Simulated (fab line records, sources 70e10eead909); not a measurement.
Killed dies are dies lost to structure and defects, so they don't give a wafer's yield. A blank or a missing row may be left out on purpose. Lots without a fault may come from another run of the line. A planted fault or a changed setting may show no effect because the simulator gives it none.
Which tool did it? | flow nand_harc | 6 lots, 18 wafers sampled, at 2 steps of a route of 1302

WHAT THE GAUGES READ, wafer by wafer
NHARC_P_M1_CD_MEAS_09: target cd 130 nm.
lot  | measured     | on        | cd_nm (nm)
L287 | day 6 18:17  | cd_sem-01 | 131.1 129.1 130.4
L289 | day 7 17:11  | cd_sem-03 | 130.1 131.8 130.0
L292 | day 8 17:12  | cd_sem-01 | 130.4 131.1 130.3
L295 | day 10 05:02 | cd_sem-02 | 130.0 129.1 129.7
L301 | day 12 07:20 | cd_sem-03 | 130.7 129.7 129.4
L309 | day 16 02:46 | cd_sem-01 | 138.1 137.9 139.1

WHICH TOOL RAN EACH LOT (tool, then ch and the chambers of the sampled wafers, then the start)
lot  | NHARC_P_M1_PEB_07
L287 | litho_track-04 ch 0, day 6 18:13
L289 | litho_track-04 ch 0, day 7 17:07
L292 | litho_track-04 ch 0, day 8 17:07
L295 | litho_track-06 ch 0, day 10 04:57
L301 | litho_track-06 ch 0, day 12 07:16
L309 | litho_track-04 ch 0, day 16 02:41
- NHARC_P_M1_PEB_07: peb time 65 s.

THE ANSWER, worked out from the rows above alone
Rule: what is usual is taken from the lots themselves. Put in order of their means at a reading, lots are off if they are a third of the lots or fewer, leave a main group of 4 or more, and stand apart from it by a gap of 3 or more times the standard deviation of the main group's means; of several such gaps the widest counts. A main group whose means are all the same, to the digits that the tables above print for the reading, isn't used. A lot without any number at a reading at which 4 lots or more have one is off too. The other lots that the step has rows for count as sound.
Off: L309, at NHARC_P_M1_CD_MEAS_09 (cd_nm). The main group: mean 130.2 nm, standard deviation 0.39.
A tool fits if, at a process step before that reading, it ran every lot that is off, and no sound lot after the first of them. The gauges at NHARC_P_M1_CD_MEAS_09 are tried like those tools. Can't be told from this: 2 tools fit, litho_track-04 at NHARC_P_M1_PEB_07, cd_sem-01 at NHARC_P_M1_CD_MEAS_09.

WHAT THE SIMULATOR HAD PUT IN
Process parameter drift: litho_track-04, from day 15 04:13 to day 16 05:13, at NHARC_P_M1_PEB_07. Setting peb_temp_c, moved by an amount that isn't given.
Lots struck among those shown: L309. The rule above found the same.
